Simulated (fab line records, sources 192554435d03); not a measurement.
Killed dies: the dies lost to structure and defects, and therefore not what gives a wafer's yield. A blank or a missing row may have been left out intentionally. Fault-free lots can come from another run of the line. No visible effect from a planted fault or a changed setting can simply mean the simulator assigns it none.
Which tool is to blame? || flow n5-finfet || 28 wafers from 11 lots sampled at 2 of the route's 1938 steps

WHAT THE GAUGES SHOWED, per wafer
N5_HKMG_FIN_CD_MEAS_49 targets a cd of 202 nm.
{"lot": "L410", "measured": "day 3 22:16", "on": "cd-sem-01", "cd-nm (nm)": "201.8 202.3"}
{"lot": "L411", "measured": "day 4 05:37", "on": "cd-sem-03", "cd-nm (nm)": "203.3 202.3"}
{"lot": "L412", "measured": "day 4 09:38", "on": "cd-sem-03", "cd-nm (nm)": "202.6 201.9 201.4"}
{"lot": "L413", "measured": "day 4 18:07", "on": "cd-sem-02", "cd-nm (nm)": "200.9 201.9"}
{"lot": "L414", "measured": "day 4 21:37", "on": "cd-sem-01", "cd-nm (nm)": "201.9 203.0"}
{"lot": "L415", "measured": "day 5 06:27", "on": "cd-sem-02", "cd-nm (nm)": "201.2 201.6"}
{"lot": "L416", "measured": "day 5 14:57", "on": "cd-sem-02", "cd-nm (nm)": "202.9 202.4 202.8"}
{"lot": "L425", "measured": "day 7 18:31", "on": "cd-sem-03", "cd-nm (nm)": "201.6 201.8 200.7"}
{"lot": "L428", "measured": "day 8 15:06", "on": "cd-sem-03", "cd-nm (nm)": "202.0 201.1 201.4"}
{"lot": "L429", "measured": "day 9 03:10", "on": "cd-sem-01", "cd-nm (nm)": "201.7 201.5 201.7"}
{"lot": "L432", "measured": "day 9 13:03", "on": "cd-sem-01", "cd-nm (nm)": "202.4 201.7 201.5"}

WHAT TOOL EACH LOT RAN ON (gives the tool, then ch and the chambers of the sampled wafers, and finally the start)
{"lot": "L410", "N5_HKMG_FIN_HK_ALD_01": "ald-hk-03 ch 1,3, day 3 21:26"}
{"lot": "L411", "N5_HKMG_FIN_HK_ALD_01": "ald-hk-02 ch 0,2, day 4 04:36"}
{"lot": "L412", "N5_HKMG_FIN_HK_ALD_01": "ald-hk-01 ch 0,3, day 4 08:47"}
{"lot": "L413", "N5_HKMG_FIN_HK_ALD_01": "ald-hk-01 ch 2,3, day 4 17:18"}
{"lot": "L414", "N5_HKMG_FIN_HK_ALD_01": "ald-hk-01 ch 0,3, day 4 20:30"}
{"lot": "L415", "N5_HKMG_FIN_HK_ALD_01": "ald-hk-03 ch 2,3, day 5 05:30"}
{"lot": "L416", "N5_HKMG_FIN_HK_ALD_01": "ald-hk-02 ch 0,3, day 5 14:08"}
{"lot": "L425", "N5_HKMG_FIN_HK_ALD_01": "ald-hk-02 ch 1,3, day 7 17:33"}
{"lot": "L428", "N5_HKMG_FIN_HK_ALD_01": "ald-hk-01 ch 1,3, day 8 13:56"}
{"lot": "L429", "N5_HKMG_FIN_HK_ALD_01": "ald-hk-02 ch 0,1,3, day 9 02:11"}
{"lot": "L432", "N5_HKMG_FIN_HK_ALD_01": "ald-hk-03 ch 1,2,3, day 9 12:06"}
- N5_HKMG_FIN_HK_ALD_01: deposits HfO2, target thk 1.6 nm, pulse time 3 s, purge time 3 s.

THE ANSWER, worked out from the rows above alone
Rule: the usual values come from the lots themselves. Put in order of their means at a reading, lots are off if they are a third of the lots or fewer, leave a main group of 4 or more, and stand apart from it by a gap of 3 or more times the standard deviation of the main group's means; of several such gaps the widest counts. The tables above print the reading to a certain number of digits; a main group whose means all agree to those digits is not used. Also off: a lot with no number at a reading for which 4 or more lots have one. Any other lot the step has rows for is counted as sound.
No lot is off at any reading shown: from this, nothing can be told.

WHAT HAD BEEN PUT IN BY THE SIMULATOR
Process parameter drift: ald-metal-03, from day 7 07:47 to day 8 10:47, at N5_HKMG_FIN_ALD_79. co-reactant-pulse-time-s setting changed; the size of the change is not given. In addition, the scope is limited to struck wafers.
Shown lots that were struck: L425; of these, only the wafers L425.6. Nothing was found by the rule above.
